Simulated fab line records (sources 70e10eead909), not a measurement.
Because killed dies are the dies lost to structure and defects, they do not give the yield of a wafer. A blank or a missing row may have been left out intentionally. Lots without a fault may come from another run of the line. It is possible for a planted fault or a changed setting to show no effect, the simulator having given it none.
Chamber matching -- flow nand_harc -- NHARC_P_M1_ETCH_35 on rie_diel-12: 4 sister chambers
The step etches the open film in N2/H2, target depth 40 nm, overetch 12 nm, time 43.94 s. 18 wafers are shown with their chamber, then 9 later ones without.

## WAFERS PAIRED WITH THEIR CHAMBERS
wafer,chamber,rf_vpp_V (V),oes_product_au (a.u.),throttle_valve_pct (%)
L075.2,0,429.3,1.011,14.176
L075.3,2,427.5,0.996,14.171
L075.5,1,427.1,0.998,14.153
L076.3,3,431.2,0.989,14.175
L076.5,3,430.8,0.980,14.163
L076.6,2,428.8,1.001,14.179
L078.3,0,428.9,1.008,14.177
L078.4,3,431.2,0.991,14.176
L078.5,0,429.5,1.006,14.182
L084.3,3,430.8,1.010,14.175
L084.4,0,429.2,1.011,14.165
L084.6,1,424.6,0.995,14.169
L085.2,0,429.8,1.013,14.182
L085.3,3,430.9,1.001,14.177
L085.5,2,426.8,0.974,14.164
L090.4,2,427.8,0.995,14.170
L090.5,0,428.6,1.009,14.157
L090.6,3,429.7,0.987,14.170

SIGNATURES (averages over the wafers above)
reading,chamber 0,chamber 1,chamber 2,chamber 3,scatter within a chamber
rf_vpp_V,429.217,425.850,427.725,430.767,0.738
oes_product_au,1.00967,0.99650,0.99150,0.99300,0.00863
throttle_valve_pct,14.17317,14.16100,14.17100,14.17267,0.00797
Rule: distance of a wafer from a chamber = root of the sum over the readings of ((wafer's reading minus chamber's mean) / reading's scatter) squared. The wafer belongs to the nearest chamber; if the next one is less than 2 further off, it can't be placed. The scatter: take each reading less its chamber's mean, square it, sum over the shown wafers, divide by the number of wafers less the number of chambers, and take the root.

## WAFERS WHOSE CHAMBER IS MISSING
wafer,rf_vpp_V (V),oes_product_au (a.u.),throttle_valve_pct (%)
L091.3,426.7,0.997,14.154
L091.4,430.2,0.982,14.166
L091.5,427.3,0.989,14.158
L094.1,426.9,0.998,14.178
L094.3,429.1,0.995,14.170
L094.6,426.3,0.982,14.172
L096.2,427.9,1.002,14.172
L096.4,426.6,0.983,14.175
L096.5,427.2,0.997,14.168

## EACH ONE'S CHAMBER
wafer,from the rows above,in truth
L091.3,can't be placed: 1 or 2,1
L091.4,can't be placed: 3 or 2 or 0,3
L091.5,can't be placed: 2 or 1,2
L094.1,can't be placed: 2 or 1 or 0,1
L094.3,can't be placed: 0 or 2 or 3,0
L094.6,can't be placed: 2 or 1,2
L096.2,can't be placed: 2 or 0 or 1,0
L096.4,can't be placed: 2 or 1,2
L096.5,can't be placed: 2 or 1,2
Correct placement for 0 of the 9. These rows do not allow placing 9 (true chamber among the candidates in 9). Wrongly placed: 0.
